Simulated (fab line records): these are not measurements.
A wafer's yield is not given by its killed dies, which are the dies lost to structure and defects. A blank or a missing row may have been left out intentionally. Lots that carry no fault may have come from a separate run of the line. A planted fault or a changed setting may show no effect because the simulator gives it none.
Comparing a struck lot with a sound one | flow n5 finfet | 39 steps out of a route of 1938
Sound: these wafers, L632.1, L632.2, L632.3. The struck wafers were L631.2, L631.4, L631.6. Last of all comes the cause.
Each step with rows lists, per side, the tool, then ch with its chambers, then its first start. Under that, the readings that differ: sound wafers | struck wafers | difference of the means | sigmas: that difference in standard deviations of wafers without a fault.
alike: words and numbers the same on both sides, and readings whose means are apart by under 2 such deviations; not compared: readings that were withheld, readings missing a value for some wafer, numbers with overlapping values and no deviation given by the record, and bounds like >300 which may hide the same value.
A row with sigmas, a row that says differs or no value, or rows on one side alone: a step with any of these is where the two part. Non-overlapping numbers with no deviation appear without sigmas and do not part them. A reading that every wafer of one side lacks parts them only if that side has two wafers or more.

first, 9 steps without rows for these wafers: N5_BEOL_M5_DESCUM_33 (chemistry O2, time 7 s); N5_BEOL_M5_ETCH_75 (etches underlayer in N2/H2, target depth 6.5 nm, time 5.2 s); N5_BEOL_M5_ETCH_67 (etches SiARC in CF4, target depth 15.6 nm, time 26 s); N5_BEOL_M5_ETCH_68 (etches SOC in N2/H2, target depth 80 nm, overetch 16 nm, time 120 s); N5_BEOL_M5_STRIP_69 (strips in N2/H2); N5_BEOL_M5_STRIP_76 (strips in N2/H2); N5_BEOL_M5_VIA_ETCH_34 (etches SiCOH lowk in C4F6/O2, target depth 88.3 nm, time 39.2 s); N5_BEOL_M5_STRIP_85 (strips in C4F6/O2); N5_BEOL_M5_STRIP_36 (strips in N2/H2).
N5_BEOL_M5_TRENCH_ETCH_37: etches SiCOH lowk in C4F6/O2, target depth 71.652 nm, time 24.7 s.
  sound on rie diel-06 ch 0,1,2, day 14 01:22; struck on rie diel-05 ch 0,1,3, day 14 03:19
  reading                             | sound             | struck            | difference | sigmas
  bias w (W)                          | 184.9 185.1 185.0 | 148.6 147.5 148.4 | -36.8      | -59
  rf vpp V (V)                        | 671 644 678       | 574 571 559       | -96        | -7
  model.etch.depth nm (nm)            | 70.15 71.57 72.5  | 67.78 65.84 68.8  | -3.93      |
  model.BEOL_M5.feature depth nm (nm) | 70.2 71.6 72.4    | 67.8 65.8 68.8    | -3.9       |
  alike: drypump motor current A, mfc ar sccm, oes product au, showerhead plenum p Torr, throttle valve pct
  not compared: rf hours counter h
then, 2 steps without rows for these wafers: N5_BEOL_M5_ETCH_41 (etches SiCN in CH3F/O2, target depth 31.5 nm, time 56.7 s); N5_BEOL_M5_STRIP_91 (strips in N2/H2, time 10 s).
N5_BEOL_M5_OCD_MEAS_38:
  struck on ocd-02, day 14 03:29; sound on ocd-02, day 14 01:31
  reading              | sound          | struck         | difference | sigmas
  trench depth nm (nm) | 69.9 71.7 72.6 | 67.6 65.8 69.6 | -3.7       | -2
then, 21 steps without rows for these wafers: N5_BEOL_M5_HM_STRIP_39 (strips TiN in peroxide tin strip, target depth 25 nm, time 158 s); N5_BEOL_M5_SRD_40 (time 30 s); N5_BEOL_M5_PRECLEAN_42 (cleans in residue remover, time 60 s); N5_BEOL_M5_SRD_43 (time 30 s); N5_BEOL_M5_CURE_80 (cures SiCOH lowk, time 120 s); N5_BEOL_M5_DEGAS_44 (time 60 s); N5_BEOL_M5_PRE_CLEAN_45 (time 30 s); N5_BEOL_M5_ALD_86 (deposits TaN, pulse time 2 s, purge time 3 s, co reactant purge time 2 s); N5_BEOL_M5_SURFACE_TREAT_87; N5_BEOL_M5_CVD_47 (deposits Co from CCTBA/H2, target thk 3 nm, time 216 s); N5_BEOL_M5_SPUTTER_48 (material Cu, target thk 15 nm, time 27.62 s); N5_BEOL_M5_ANNEAL_49 (time 1800 s); N5_BEOL_M5_SPUTTER_81 (material Cu, target thk 15 nm, time 27.62 s); N5_BEOL_M5_ANNEAL_82 (time 1800 s); N5_BEOL_M5_SPUTTER_83 (material Cu, target thk 15 nm, time 27.62 s); N5_BEOL_M5_ANNEAL_84 (time 1800 s); N5_BEOL_M5_SPUTTER_88 (material Cu, target thk 15 nm, time 27.62 s); N5_BEOL_M5_ANNEAL_89 (time 1800 s); N5_BEOL_M5_SPUTTER_90 (material Cu, target thk 4.5 nm, time 8.29 s); N5_BEOL_M5_ECD_50 (material Cu, target thk 300 nm); N5_BEOL_M5_ANNEAL_51 (time 90 s).
N5_BEOL_M5_CMP_52: polishes, stops on SiCOH lowk, t overpolish 6.9 s, target thk 62 nm.
  sound on cmp-03 ch 1,2,3, day 14 09:58; struck on cmp-04 ch 1,3, day 14 12:27
  alike: barrier field endpoint s, clearing platen down force psi, motor current A, overpolish run s, slurry flow ml min, time to endpoint s
  not compared: pad life wafers, model.Cu_of_BEOL_M5_ECD_50.thk nm
then, 2 steps without rows for these wafers: N5_BEOL_M5_PRE_CLEAN_77 (time 15 s); N5_BEOL_M5_CO_CAP_78 (material Co, precursor CCTBA/H2, target thk 2 nm, time 102.1 s).
N5_BEOL_M5_RS_MEAS_57: measurement is done with a four-point probe.
  struck on film metro-01, day 14 12:58; sound on film metro-01, day 14 10:31
  alike: M5_RS
-- here the record skips 4 days between the struck wafers' starts before and after, leaving off in module BEOL_M5 and picking up in module PASSIVATION (first step shown: number 1936 of the route) --
N5_PASSIVATION_PROBE_49:
  struck on prober-02, day 18 21:41; sound on prober-02, day 18 21:56
  alike: defect limited yield, killed_at_M0_to_M3, killed_at_M4_up, killed at contacts, killed at front end, killed at other, killed dies, killed open, killed short, sort_bin_4_leakage, sort_bin_5_function, sort_bin_6_memory, sort n pass, sort yield pct

== WHERE THEY PART ==
First at N5_BEOL_M5_TRENCH_ETCH_37; last, within this record, at N5_BEOL_M5_OCD_MEAS_38. Later steps at which nothing parts them and some readings are alike: N5_BEOL_M5_CMP_52, N5_BEOL_M5_RS_MEAS_57, N5_PASSIVATION_PROBE_49.

WHY: what had been put in by the simulator
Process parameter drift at N5_BEOL_M5_TRENCH_ETCH_37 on rie diel-05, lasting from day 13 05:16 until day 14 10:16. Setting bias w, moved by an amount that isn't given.
